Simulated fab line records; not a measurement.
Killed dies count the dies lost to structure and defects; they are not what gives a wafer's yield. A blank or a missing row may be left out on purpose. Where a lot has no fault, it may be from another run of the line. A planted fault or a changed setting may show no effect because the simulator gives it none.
Split-lot experiment -- flow n5-finfet -- route with 1938 steps; 7 lots, 21 wafers read

THE SPLIT ITSELF
At N5_ZERO_LAYER_COAT_05 (resist thk 1000 nm), the setting spin-rpm was moved away from the recipe's 1500 rpm on 4 of the 21 wafers read, by -8.5% to -7.7%. This setting was run at the recipe's value on the other wafers.

There is no step in the file separating the split from the reading.

THE READING
coat_of_ZERO_LAYER_COAT_05.thk-nm (the simulator's own value, which no gauge read), in nm, at N5_ZERO_LAYER_ETCH_18 (etches Si in HBr/Cl2, target depth 120 nm, time 40 s). The file does not state a usual value for it. Here, 17 wafers ran the recipe; their average is 930.7 nm with a standard deviation of 4 nm.

wafer,"tool, chamber at the split","spin-rpm as run, rpm",against the recipe,"coat_of_ZERO_LAYER_COAT_05.thk-nm, nm",against lot-mates on the recipe
L075.1,"litho-track-01, 0",1500,recipe,935.2,-
L075.2,"litho-track-01, 0",1500,recipe,938.2,-
L075.3,"litho-track-01, 0",1500,recipe,934.5,-
L076.2,"litho-track-05, 0",1500,recipe,932.2,-
L076.3,"litho-track-05, 0",1500,recipe,929.4,-
L076.6,"litho-track-05, 0",1500,recipe,930.7,-
L077.1,"litho-track-05, 0",1500,recipe,936.7,-
L077.5,"litho-track-05, 0",1384,-7.7%,979.2,+42.5
L077.6,"litho-track-05, 0",1384,-7.7%,974.6,+37.9
L080.1,"litho-track-05, 0",1500,recipe,926.4,-
L080.3,"litho-track-05, 0",1500,recipe,927.4,-
L080.6,"litho-track-05, 0",1500,recipe,931.5,-
L081.4,"litho-track-04, 0",1372,-8.5%,981.2,+46.3
L081.5,"litho-track-04, 0",1500,recipe,934.9,-
L081.6,"litho-track-04, 0",1372,-8.5%,979.7,+44.8
L084.1,"litho-track-01, 0",1500,recipe,929.2,-
L084.5,"litho-track-01, 0",1500,recipe,928.6,-
L084.6,"litho-track-01, 0",1500,recipe,928.6,-
L092.2,"litho-track-05, 0",1500,recipe,922.4,-
L092.3,"litho-track-05, 0",1500,recipe,927.5,-
L092.4,"litho-track-05, 0",1500,recipe,928.7,-

FIT RESULTS
A straight line over all 21 wafers: coat_of_ZERO_LAYER_COAT_05.thk-nm changes by -5.89 nm for each +1% of spin-rpm; r = -0.98; the points scatter about the line by 3.9 nm.
The same after taking each lot's own level away (the mean of its wafers on the recipe; 21 wafers): -5.28 nm for each +1%; r = -0.99; scatter 1.8 nm.
That fit puts the effect of the largest move of spin-rpm on the reading at 45 nm.
Across the lots, their own levels run from 926.20 to 936.70 nm, a range of 2.6 times the standard deviation given above.
So the slope is not independent of the lot-to-lot level: the two fits are not the same.
Check: +44.5 nm against its lot-mates is what the line predicts for one of the wafers moved furthest among these (-8.5%) when that wafer is left out of the fit. It came out at +46.3 nm against them.

OTHER SPLITS ON THESE WAFERS
Note: prior to the reading, these wafers also went through further splits. Each is held against what the fit with the lots' levels taken away leaves over:
other split on the same wafers,wafers away from the commonest value,r with coat_of_ZERO_LAYER_COAT_05.thk-nm (lot level and that fit taken away)
N5_ZERO_LAYER_PECVD_02 time-s,10,-0.29

THE WHOLE CHAIN: every reading that the file lists as answering this split, in the file's order
step,what it does,reading,change (the file's fit),r (the file's)
N5_ZERO_LAYER_COAT_05,resist thk 1000 nm,"coat_of_ZERO_LAYER_COAT_05.thk-nm (the simulator's own value, which no gauge read)",-5.36 nm for each +1% of the setting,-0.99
N5_ZERO_LAYER_ETCH_18,"etches Si in HBr/Cl2, target depth 120 nm, time 40 s","coat_of_ZERO_LAYER_COAT_05.thk-nm (the simulator's own value, which no gauge read)",-5.27 nm for each +1% of the setting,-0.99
N5_ZERO_LAYER_STRIP_24,strips in O2,strip-time-to-endpoint-s,withheld for each +1% of the setting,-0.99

FILE'S OWN FIT
coat_of_ZERO_LAYER_COAT_05.thk-nm changes by -5.27 nm for each +1% of spin-rpm, r = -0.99.
